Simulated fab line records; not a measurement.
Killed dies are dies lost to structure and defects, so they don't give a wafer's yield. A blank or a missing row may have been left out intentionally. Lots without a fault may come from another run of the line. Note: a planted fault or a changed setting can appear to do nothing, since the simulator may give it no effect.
Chamber matching    flow n5-finfet    N5_BEOL_M10_CURE_72 on uv-cure-01 has 3 sister chambers
The step cures SiCOH lowk, time 120 s. 18 wafers are shown with their chamber, then 9 later ones without.

== WAFERS WITH THEIR CHAMBER ==
wafer   chamber  wafer_temp_C_max  lamp-power-pct (%)
L074.3  0        373.0             52.27
L074.4  0        373.0             52.38
L074.5  0        373.2             52.32
L075.2  2        371.2             52.22
L075.5  2        371.1             52.41
L075.6  2        371.7             52.41
L079.3  1        373.9             52.30
L079.4  1        372.1             52.33
L079.6  1        372.6             52.31
L082.2  1        373.4             52.23
L082.3  1        372.4             52.26
L082.6  1        373.6             52.37
L084.1  2        370.9             52.20
L084.3  2        371.2             52.29
L084.4  2        370.8             52.29
L085.1  2        371.2             52.35
L085.4  2        371.3             52.32
L085.6  2        371.1             52.25

SIGNATURES, as means of the wafers listed above
reading           chamber 0  chamber 1  chamber 2  scatter within a chamber
wafer_temp_C_max  373.067    373.000    371.167    0.462
lamp-power-pct    52.3233    52.3000    52.3044    0.0656
Rule: a wafer lies at a distance from a chamber equal to the root of the sum of squares, over the readings, of (its reading less the chamber's mean, divided by the reading's scatter). If the next closest chamber is less than 2 further off than the closest, the wafer can't be placed; otherwise it belongs to the closest. The scatter: take each reading less its chamber's mean, square it, sum over the shown wafers, divide by the number of wafers less the number of chambers, and take the root.

== WAFERS MISSING THEIR CHAMBER ==
wafer   wafer_temp_C_max  lamp-power-pct (%)
L087.1  370.7             52.31
L087.4  371.1             52.39
L087.5  371.1             52.26
L090.1  371.8             52.39
L090.2  372.0             52.33
L090.5  372.4             52.31
L096.1  371.1             52.42
L096.3  371.6             52.31
L096.5  370.8             52.23

== EACH ONE'S CHAMBER ==
wafer   from the rows above           in truth
L087.1  2                             2
L087.4  2                             2
L087.5  2                             2
L090.1  can't be placed: 2 or 0 or 1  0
L090.2  can't be placed: 2 or 1 or 0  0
L090.5  can't be placed: 1 or 0 or 2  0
L096.1  2                             2
L096.3  2                             2
L096.5  2                             2
Placed correctly: 6 of 9. From these rows, 3 cannot be placed; in 3 the true chamber is one of the candidates. Number placed wrongly: 0.
